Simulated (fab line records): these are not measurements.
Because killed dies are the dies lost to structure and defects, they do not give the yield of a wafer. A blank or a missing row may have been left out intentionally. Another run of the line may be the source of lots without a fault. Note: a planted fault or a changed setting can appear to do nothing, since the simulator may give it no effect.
Which tool did it? :: flow n5 finfet :: 36 wafers from 12 lots sampled at 6 of the route's 1938 steps

WHAT EACH GAUGE READ, for each wafer
N5_STI_FIN_REVEAL_THK_MEAS_05.
lot: L075
measured: day 2 16:51
on: film metro-01
thk nm (nm): 130.6 132.6 132.0

lot: L077
measured: day 3 03:27
on: film metro-02
thk nm (nm): 133.4 131.5 132.0

lot: L079
measured: day 3 15:32
on: film metro-01
thk nm (nm): 131.3 132.5 132.8

lot: L081
measured: day 4 03:24
on: film metro-01
thk nm (nm): 132.7 129.1 130.1

lot: L083
measured: day 4 17:01
on: film metro-02
thk nm (nm): 129.1 130.9 131.9

lot: L085
measured: day 5 05:54
on: film metro-02
thk nm (nm): 131.9 132.5 132.6

lot: L087
measured: day 5 17:35
on: film metro-02
thk nm (nm): 133.0 134.2 132.6

lot: L089
measured: day 6 03:58
on: film metro-01
thk nm (nm): 131.1 133.2 132.5

lot: L091
measured: day 6 15:57
on: film metro-01
thk nm (nm): 131.3 130.6 132.0

lot: L093
measured: day 7 04:17
on: film metro-02
thk nm (nm): 130.4 130.4 130.2

lot: L095
measured: day 7 15:19
on: film metro-01
thk nm (nm): 130.9 131.0 132.5

lot: L097
measured: day 8 04:40
on: film metro-01
thk nm (nm): 131.8 133.2 132.5

TOOL THAT RAN EACH LOT (tool first, then ch and the chambers of the sampled wafers, then the start)
lot: L075
N5_FIN_SAQP_MANDREL_ETCH_58: rie si-02 ch 0,1,3, day 2 06:50
N5_FIN_SAQP_MANDREL2_REMOVE_60: rie si-05 ch 2,3, day 2 08:12
N5_FIN_SAQP_FIN_ETCH_36: rie si-02 ch 0,1,3, day 2 08:38
N5_FIN_CUT_CUT_ETCH_15: rie si-04 ch 0,2,3, day 2 09:59
N5_STI_FIN_REVEAL_ALD_00: ald sin-02 ch 0,1,2, day 2 10:52

lot: L077
N5_FIN_SAQP_MANDREL_ETCH_58: rie si-05 ch 0,1,3, day 2 18:22
N5_FIN_SAQP_MANDREL2_REMOVE_60: rie si-02 ch 1,3, day 2 19:47
N5_FIN_SAQP_FIN_ETCH_36: rie si-03 ch 1,2,3, day 2 20:14
N5_FIN_CUT_CUT_ETCH_15: rie si-04 ch 1,2,3, day 2 21:40
N5_STI_FIN_REVEAL_ALD_00: ald sin-02 ch 0,1,2, day 2 22:04

lot: L079
N5_FIN_SAQP_MANDREL_ETCH_58: rie si-05 ch 0,1,2, day 3 06:24
N5_FIN_SAQP_MANDREL2_REMOVE_60: rie si-05 ch 0,2,3, day 3 07:56
N5_FIN_SAQP_FIN_ETCH_36: rie si-03 ch 0,1,3, day 3 08:23
N5_FIN_CUT_CUT_ETCH_15: rie si-06 ch 0,1, day 3 09:41
N5_STI_FIN_REVEAL_ALD_00: ald sin-02 ch 0,1,2, day 3 10:09

lot: L081
N5_FIN_SAQP_MANDREL_ETCH_58: rie si-02 ch 1,2,3, day 3 17:52
N5_FIN_SAQP_MANDREL2_REMOVE_60: rie si-03 ch 0,2,3, day 3 19:19
N5_FIN_SAQP_FIN_ETCH_36: rie si-05 ch 0,1,3, day 3 19:46
N5_FIN_CUT_CUT_ETCH_15: rie si-04 ch 0,1, day 3 21:26
N5_STI_FIN_REVEAL_ALD_00: ald sin-02 ch 1,3, day 3 22:01

lot: L083
N5_FIN_SAQP_MANDREL_ETCH_58: rie si-02 ch 0,1,2, day 4 07:13
N5_FIN_SAQP_MANDREL2_REMOVE_60: rie si-03 ch 1,3, day 4 08:31
N5_FIN_SAQP_FIN_ETCH_36: rie si-02 ch 2,3, day 4 08:58
N5_FIN_CUT_CUT_ETCH_15: rie si-04 ch 1,3, day 4 10:25
N5_STI_FIN_REVEAL_ALD_00: ald sin-04 ch 1,2, day 4 10:48

lot: L085
N5_FIN_SAQP_MANDREL_ETCH_58: rie si-05 ch 0,2,3, day 4 20:41
N5_FIN_SAQP_MANDREL2_REMOVE_60: rie si-03 ch 1,2,3, day 4 21:59
N5_FIN_SAQP_FIN_ETCH_36: rie si-02 ch 0,1,2, day 4 22:40
N5_FIN_CUT_CUT_ETCH_15: rie si-01 ch 0,2, day 5 00:05
N5_STI_FIN_REVEAL_ALD_00: ald sin-04 ch 1,2,3, day 5 00:30

lot: L087
N5_FIN_SAQP_MANDREL_ETCH_58: rie si-05 ch 1,2,3, day 5 08:10
N5_FIN_SAQP_MANDREL2_REMOVE_60: rie si-02 ch 0,2, day 5 09:31
N5_FIN_SAQP_FIN_ETCH_36: rie si-05 ch 0,1,2, day 5 10:03
N5_FIN_CUT_CUT_ETCH_15: rie si-06 ch 0,2, day 5 11:52
N5_STI_FIN_REVEAL_ALD_00: ald sin-04 ch 1,2,3, day 5 12:11

lot: L089
N5_FIN_SAQP_MANDREL_ETCH_58: rie si-02 ch 0,2,3, day 5 18:50
N5_FIN_SAQP_MANDREL2_REMOVE_60: rie si-02 ch 0,2,3, day 5 20:26
N5_FIN_SAQP_FIN_ETCH_36: rie si-05 ch 0,1,2, day 5 20:56
N5_FIN_CUT_CUT_ETCH_15: rie si-04 ch 0,1,3, day 5 22:16
N5_STI_FIN_REVEAL_ALD_00: ald sin-03 ch 0,1,2, day 5 22:34

lot: L091
N5_FIN_SAQP_MANDREL_ETCH_58: rie si-05 ch 0,1,3, day 6 06:32
N5_FIN_SAQP_MANDREL2_REMOVE_60: rie si-02 ch 0,3, day 6 07:47
N5_FIN_SAQP_FIN_ETCH_36: rie si-05 ch 0,1,2, day 6 08:13
N5_FIN_CUT_CUT_ETCH_15: rie si-06 ch 1,2,3, day 6 09:39
N5_STI_FIN_REVEAL_ALD_00: ald sin-04 ch 0,1, day 6 09:58

lot: L093
N5_FIN_SAQP_MANDREL_ETCH_58: rie si-05 ch 2,3, day 6 18:55
N5_FIN_SAQP_MANDREL2_REMOVE_60: rie si-02 ch 0,1,2, day 6 20:11
N5_FIN_SAQP_FIN_ETCH_36: rie si-03 ch 0,2,3, day 6 20:40
N5_FIN_CUT_CUT_ETCH_15: rie si-04 ch 0,1, day 6 22:09
N5_STI_FIN_REVEAL_ALD_00: ald sin-04 ch 0,1,2, day 6 22:53

lot: L095
N5_FIN_SAQP_MANDREL_ETCH_58: rie si-05 ch 1,2,3, day 7 06:07
N5_FIN_SAQP_MANDREL2_REMOVE_60: rie si-03 ch 2,3, day 7 07:32
N5_FIN_SAQP_FIN_ETCH_36: rie si-02 ch 0,1,3, day 7 07:59
N5_FIN_CUT_CUT_ETCH_15: rie si-04 ch 0,1,3, day 7 09:36
N5_STI_FIN_REVEAL_ALD_00: ald sin-03 ch 1,2,3, day 7 09:56

lot: L097
N5_FIN_SAQP_MANDREL_ETCH_58: rie si-03 ch 0,3, day 7 19:27
N5_FIN_SAQP_MANDREL2_REMOVE_60: rie si-03 ch 0,3, day 7 21:04
N5_FIN_SAQP_FIN_ETCH_36: rie si-02 ch 0,2,3, day 7 21:39
N5_FIN_CUT_CUT_ETCH_15: rie si-06 ch 0,1, day 7 22:58
N5_STI_FIN_REVEAL_ALD_00: ald sin-04 ch 1,2, day 7 23:17
- N5_FIN_SAQP_MANDREL_ETCH_58: etches a-Si in HBr/Cl2, stops on SiNx, target depth 45 nm, bt time 10 s, time 27 s.
- N5_FIN_SAQP_MANDREL2_REMOVE_60: chemistry HBr/Cl2/O2, target a-Si, stops on SiNx, bt time 10 s.
- N5_FIN_SAQP_FIN_ETCH_36: etches the open film in HBr/Cl2/O2, target depth 120 nm, time 50.4 s.
- N5_FIN_CUT_CUT_ETCH_15: etches Si in HBr/Cl2/O2, target depth 100 nm, bt time 10 s, time 42.4 s.
- N5_STI_FIN_REVEAL_ALD_00: deposits SiO2, target thk 1 nm, pulse time 1 s.

THE ANSWER, worked out from the rows above alone
Rule: what is usual is taken from the lots themselves. Put in order of their means at a reading, lots are off if they are a third of the lots or fewer, leave a main group of 4 or more, and stand apart from it by a gap of 3 or more times the standard deviation of the main group's means; of several such gaps the widest counts. The tables above print the reading to a certain number of digits; a main group whose means all agree to those digits is not used. A lot without any number at a reading at which 4 lots or more have one is off too. Any other lot the step has rows for is counted as sound.
No lot is off on any of the readings shown, so nothing can be concluded from this.

WHAT THE SIMULATOR PUT IN
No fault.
